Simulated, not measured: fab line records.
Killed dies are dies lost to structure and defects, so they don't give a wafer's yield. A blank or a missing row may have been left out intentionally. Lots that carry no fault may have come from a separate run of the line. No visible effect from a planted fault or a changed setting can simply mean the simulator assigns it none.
The tool behind it: which one? + flow nand_harc + 42 wafers from 14 lots sampled at 5 of the route's 1302 steps

WHAT THE GAUGES READ, wafer by wafer
NHARC_THIN_TSV_CD_MEAS_16. Usual: cd_nm reads 998 nm (standard deviation 3.1).
| lot  | measured     | on        | cd_nm (nm)     | flag |
|------|--------------|-----------|----------------|------|
| L499 | day 24 02:51 | cd_sem-01 | 996 997 998    |      |
| L498 | day 24 08:38 | cd_sem-01 | 999 999 994    |      |
| L500 | day 25 02:01 | cd_sem-01 | 1003 1001 1001 |      |
| L506 | day 26 22:38 | cd_sem-01 | 998 996 996    |      |
| L507 | day 27 13:29 | cd_sem-03 | 998 998 993    |      |
| L511 | day 29 19:17 | cd_sem-02 | 998 998 996    |      |
| L512 | day 29 17:39 | cd_sem-02 | 996 995 998    |      |
| L513 | day 29 21:58 | cd_sem-01 | 1004 1000 1003 |      |
| L516 | day 32 04:19 | cd_sem-01 | 1000 1006 1003 |      |
| L518 | day 32 12:49 | cd_sem-01 | 995 996 994    |      |
| L517 | day 31 15:52 | cd_sem-01 | 1001 1001 999  |      |
| L519 | day 32 21:07 | cd_sem-02 | 1000 1000 998  |      |
| L520 | day 32 20:04 | cd_sem-03 | 996 995 998    |      |
| L521 | day 32 20:13 | cd_sem-01 | 996 996 997    |      |

NHARC_END_SORT_01. Usual: killed_at_array 47, standard deviation 18; killed_at_other 0.9, standard deviation 1.1; killed_at_periphery 4, standard deviation 3.1; killed_dies 52, standard deviation 18; killed_open 3.1, standard deviation 1.5; killed_short 2.4, standard deviation 1.5.
| lot  | measured     | on        | killed_at_array | killed_at_other | killed_at_periphery | killed_dies | killed_open | killed_short | flag |
|------|--------------|-----------|-----------------|-----------------|---------------------|-------------|-------------|--------------|------|
| L506 | day 27 15:37 | prober-01 | 187 213 231     | 1 0 1           | 8 7 4               | 196 220 236 | 4 1 5       | 5 3 7        | OFF  |
| L507 | day 28 05:11 | prober-02 | 205 173 192     | 1 3 1           | 2 4 3               | 208 180 196 | 2 4 2       | 2 1 1        | OFF  |
| L518 | day 33 06:11 | prober-02 | 46 49 54        | 1 4 2           | 8 1 5               | 55 54 61    | 3 6 4       | 1 2 1        |      |

EACH LOT AND THE TOOL THAT RAN IT (in order: tool; ch and the chambers of the sampled wafers; start)
| lot  | NHARC_A_SOURCE_PLATE_PVD_04  | NHARC_THIN_TSV_ETCHBACK_48         | NHARC_THIN_TSV_STRIP_62              |
|------|------------------------------|------------------------------------|--------------------------------------|
| L499 | pvd_sputter-03, day 7 14:17  | rie_diel-13 ch 0,1,3, day 24 04:08 | plasma_asher-02 ch 0,1, day 24 04:29 |
| L498 | pvd_sputter-02, day 7 14:18  | rie_diel-13 ch 1,2,3, day 24 09:58 | plasma_asher-02 ch 0,1, day 24 10:16 |
| L500 | pvd_sputter-01, day 8 08:50  | rie_diel-13 ch 0,2,3, day 25 03:20 | plasma_asher-01 ch 0,1, day 25 03:39 |
| L506 | pvd_sputter-03, day 10 15:47 | rie_diel-10 ch 1,2,3, day 26 23:55 | plasma_asher-01 ch 0,1, day 27 00:17 |
| L507 | pvd_sputter-03, day 10 21:59 | rie_diel-13 ch 0,2, day 27 14:46   | plasma_asher-02 ch 0,1, day 27 15:07 |
| L511 | pvd_sputter-01, day 13 01:43 | rie_diel-13 ch 1,2,3, day 29 20:35 | plasma_asher-01 ch 0,1, day 29 20:55 |
| L512 | pvd_sputter-03, day 13 01:43 | rie_diel-12 ch 1,2,3, day 29 18:56 | plasma_asher-01 ch 0,1, day 29 19:18 |
| L513 | pvd_sputter-03, day 13 07:10 | rie_diel-10 ch 0,2,3, day 29 23:14 | plasma_asher-02 ch 0,1, day 29 23:36 |
| L516 | pvd_sputter-01, day 15 05:10 | rie_diel-12 ch 0,1,2, day 32 05:40 | plasma_asher-01 ch 0,1, day 32 05:57 |
| L518 | pvd_sputter-02, day 15 10:23 | rie_diel-12 ch 0,1,3, day 32 14:25 | plasma_asher-02 ch 0,1, day 32 14:52 |
| L517 | pvd_sputter-01, day 15 10:25 | rie_diel-12 ch 0,3, day 31 17:08   | plasma_asher-01 ch 0,1, day 31 17:31 |
| L519 | pvd_sputter-01, day 16 03:43 | rie_diel-12 ch 0,1, day 32 22:42   | plasma_asher-02 ch 0, day 32 23:44   |
| L520 | pvd_sputter-01, day 16 08:19 | rie_diel-10 ch 0,2,3, day 32 21:31 | plasma_asher-02 ch 0,1, day 32 22:05 |
| L521 | pvd_sputter-02, day 16 12:31 | rie_diel-12 ch 0,2, day 32 21:51   | plasma_asher-02 ch 0,1, day 32 22:12 |
- NHARC_A_SOURCE_PLATE_PVD_04: deposits WSi2, target thk 50 nm.
- NHARC_THIN_TSV_ETCHBACK_48: etches the open film in C4F8/Ar, target depth 1028.5 nm, time 405.17 s.
- NHARC_THIN_TSV_STRIP_62: strips in N2/H2, time 20 s.

WHAT THE TOOLS THEMSELVES READ (means of the sampled wafers that have a number; where no wafer has one, the mark that the record gives instead)
NHARC_THIN_TSV_ETCHBACK_48. Usual: oes_product_au 0.95 a.u., standard deviation 0.036; rf_vpp_V 547 V, standard deviation 3.2.
| lot  | tool        | oes_product_au (a.u.) | rf_vpp_V (V) | flag |
|------|-------------|-----------------------|--------------|------|
| L499 | rie_diel-13 | 0.92                  | 547          |      |
| L498 | rie_diel-13 | 0.93                  | 547          |      |
| L500 | rie_diel-13 | 0.93                  | 547          |      |
| L506 | rie_diel-10 | 1.00                  | 549          |      |
| L507 | rie_diel-13 | 0.95                  | 550          |      |
| L511 | rie_diel-13 | 0.95                  | 547          |      |
| L512 | rie_diel-12 | 0.98                  | 546          |      |
| L513 | rie_diel-10 | 0.94                  | 546          |      |
| L516 | rie_diel-12 | 0.92                  | 545          |      |
| L518 | rie_diel-12 | 0.92                  | 546          |      |
| L517 | rie_diel-12 | 0.99                  | 543          |      |
| L519 | rie_diel-12 | 0.92                  | 545          |      |
| L520 | rie_diel-10 | 0.94                  | 546          |      |
| L521 | rie_diel-12 | 0.92                  | 544          |      |

NHARC_THIN_TSV_STRIP_62. Usual: drypump_motor_current_A 5.67 A, standard deviation 0.18; heater_power_w 312 W, standard deviation 32.
| lot  | tool            | drypump_motor_current_A (A) | heater_power_w (W) | flag |
|------|-----------------|-----------------------------|--------------------|------|
| L499 | plasma_asher-02 | 5.63                        | 309                |      |
| L498 | plasma_asher-02 | 5.79                        | 325                |      |
| L500 | plasma_asher-01 | 5.61                        | 297                |      |
| L506 | plasma_asher-01 | 5.61                        | 299                |      |
| L507 | plasma_asher-02 | 5.64                        | 300                |      |
| L511 | plasma_asher-01 | 5.62                        | 295                |      |
| L512 | plasma_asher-01 | 5.61                        | 295                |      |
| L513 | plasma_asher-02 | 5.62                        | 306                |      |
| L516 | plasma_asher-01 | 5.62                        | 313                |      |
| L518 | plasma_asher-02 | 5.79                        | 325                |      |
| L517 | plasma_asher-01 | 5.63                        | 312                |      |
| L519 | plasma_asher-02 | 5.48                        | 285                |      |
| L520 | plasma_asher-02 | 5.78                        | 317                |      |
| L521 | plasma_asher-02 | 5.63                        | 306                |      |

THE ANSWER, worked out from the rows above alone
Rule: take the mean of a lot's wafers that have a number; if it is more than 3 standard deviations from the usual mean, the lot is off. Also off: a lot with no number at a reading for which 4 or more lots have one. The other lots that the step has rows for count as sound. First the gauges in route order, then the tools' own readings, where a lot's mean is used as printed above. At the first step where some lot is off, the reading lying furthest off is the one used; lots without a number count as furthest.
Off, at NHARC_END_SORT_01 on killed_dies: L506, L507. Neither off nor sound, because the step has no rows for them: L499, L498, L500, L511, L512, L513, L516, L517, L519, L520, L521.
A tool fits if, at a process step before that reading, it ran every lot that is off, and no sound lot after the first of them. The gauges at NHARC_END_SORT_01 are tried like those tools. One fits: pvd_sputter-03 at NHARC_A_SOURCE_PLATE_PVD_04. It ran no sound lot before its first lot that is off in this sample, so the start can't be narrowed down.

WHAT THE SIMULATOR HAD PUT IN
Beginning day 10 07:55, the whole step at NHARC_A_SOURCE_PLATE_PVD_04 was skipped on pvd_sputter-03. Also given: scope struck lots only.
Shown lots that were struck: L506, L507. Same finding as the rule above.
